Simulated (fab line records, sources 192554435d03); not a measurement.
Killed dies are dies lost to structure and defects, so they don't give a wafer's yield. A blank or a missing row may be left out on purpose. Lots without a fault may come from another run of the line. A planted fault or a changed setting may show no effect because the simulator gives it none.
A struck lot beside a sound one | flow n5_finfet | 18 steps out of a route of 1938
Sound: wafers L346.2, L346.3, L346.5. Struck: wafers L357.2, L357.3, L357.6. The cause comes at the end.
At each step with rows: each side's tool, then ch and its chambers, then its first start. Under that, the readings that differ: sound wafers | struck wafers | difference of the means | sigmas: that difference in standard deviations of wafers without a fault.
alike: readings whose means differ by less than 2 such deviations, and words and numbers that are the same on both sides. not compared: withheld readings, readings that some wafer has no value for, bounds like >300 that may hide the same value, and numbers for which the record gives no deviation and whose values overlap.
The two part at a step that has a row with sigmas, a row that says differs or no value, or rows on one side only. Numbers that don't overlap but have no deviation are shown without sigmas and don't part them. A reading that every wafer of one side lacks parts them only if that side has two wafers or more.

N5_PASSIVATION_AL_ETCH_33: etches Al in Cl2/BCl3, stops on TaN, target depth 2800 nm, time 466.7 s.
  sound on rie_metal-03 ch 0,1, day 12 17:15; struck on rie_metal-01 ch 0,1, day 16 04:17
  alike: drypump_motor_current_A, oes_product_au, rf_fwd_power_W, throttle_valve_pct
  not compared: rf_hours_counter_h
N5_PASSIVATION_ETCH_59: etches TaN in Cl2/BCl3, target depth 65 nm, time 34.9 s.
  sound on rie_metal-03 ch 0,1, day 12 17:39; struck on rie_metal-01 ch 0,1, day 16 04:41
  reading            | sound       | struck      | difference | sigmas
  rf_fwd_power_W (W) | 894 894 890 | 891 881 884 | -7         | -2
  alike: drypump_motor_current_A, oes_product_au, throttle_valve_pct
  not compared: rf_hours_counter_h
N5_PASSIVATION_STRIP_34: strips in O2.
  sound on rie_diel-03 ch 0,1,2, day 12 17:46; struck on rie_diel-04 ch 0,3, day 16 04:49
  reading                     | sound       | struck      | difference | sigmas
  drypump_motor_current_A (A) | 5.4 5.3 5.6 | 6.4 6.7 6.4 | +1.1       | +3
  alike: oes_product_au, rf_vpp_V, showerhead_plenum_p_Torr, throttle_valve_pct
  not compared: rf_hours_counter_h
then, 4 steps without rows for these wafers: N5_PASSIVATION_STRIP_51 (strips in post etch residue remover, time 1200 s); N5_PASSIVATION_CLEAN_69 (cleans in IPA, time 180 s); N5_PASSIVATION_SRD_70 (time 30 s); N5_PASSIVATION_PECVD_53 (deposits SiO2 from TEOS/O2, target thk 800 nm, time 169.4 s).
N5_PASSIVATION_PECVD_35: deposits SiNx from SiH4/NH3/N2, target thk 700 nm, time 151.3 s.
  sound on pecvd-02 ch 1,2, day 12 18:23; struck on pecvd-04 ch 1,2, day 16 05:26
  alike: heater_power_w, rf_fwd_power_W, showerhead_plenum_p_Torr, throttle_valve_pct
then, 4 steps without rows for these wafers: N5_PASSIVATION_HMDS_37 (time 60 s); N5_PASSIVATION_COAT_38; N5_PASSIVATION_EBR_40; N5_PASSIVATION_SOFTBAKE_39 (time 120 s).
N5_PASSIVATION_EXPOSE_41: exposes mask PASS OPEN, defocus 0 nm, target cd 40000 nm.
  sound on krf_scanner-01 ch 0, day 12 18:46; struck on krf_scanner-02 ch 0, day 16 05:41
  reading              | sound             | struck            | difference | sigmas
  exposure_dose_mJ_cm2 | 57.24 57.25 57.30 | 55.00 54.87 54.92 | -2.33      | -38
  alike: mask
then, 3 steps without rows for these wafers: N5_PASSIVATION_PEB_42; N5_PASSIVATION_DEVELOP_43 (develop time 60 s); N5_PASSIVATION_HARDBAKE_45 (time 120 s).
N5_PASSIVATION_CD_MEAS_44: target cd 40000 nm.
  sound on cd_sem-02 ch 0, day 12 18:56; struck on cd_sem-02 ch 0, day 16 05:52
  reading    | sound             | struck            | difference | sigmas
  cd_nm (nm) | 39994 39999 40000 | 39982 39990 39987 | -11        | -3
N5_PASSIVATION_OVL_MEAS_66:
  sound on overlay-01 ch 0, day 12 18:58; struck on overlay-01 ch 0, day 16 05:53
  alike: PASS_OPEN_OVL

WHERE THEY PART
First at N5_PASSIVATION_ETCH_59; last, within this record, at N5_PASSIVATION_CD_MEAS_44. Later steps at which nothing parts them and some readings are alike: N5_PASSIVATION_OVL_MEAS_66.

WHY: what the simulator had put in
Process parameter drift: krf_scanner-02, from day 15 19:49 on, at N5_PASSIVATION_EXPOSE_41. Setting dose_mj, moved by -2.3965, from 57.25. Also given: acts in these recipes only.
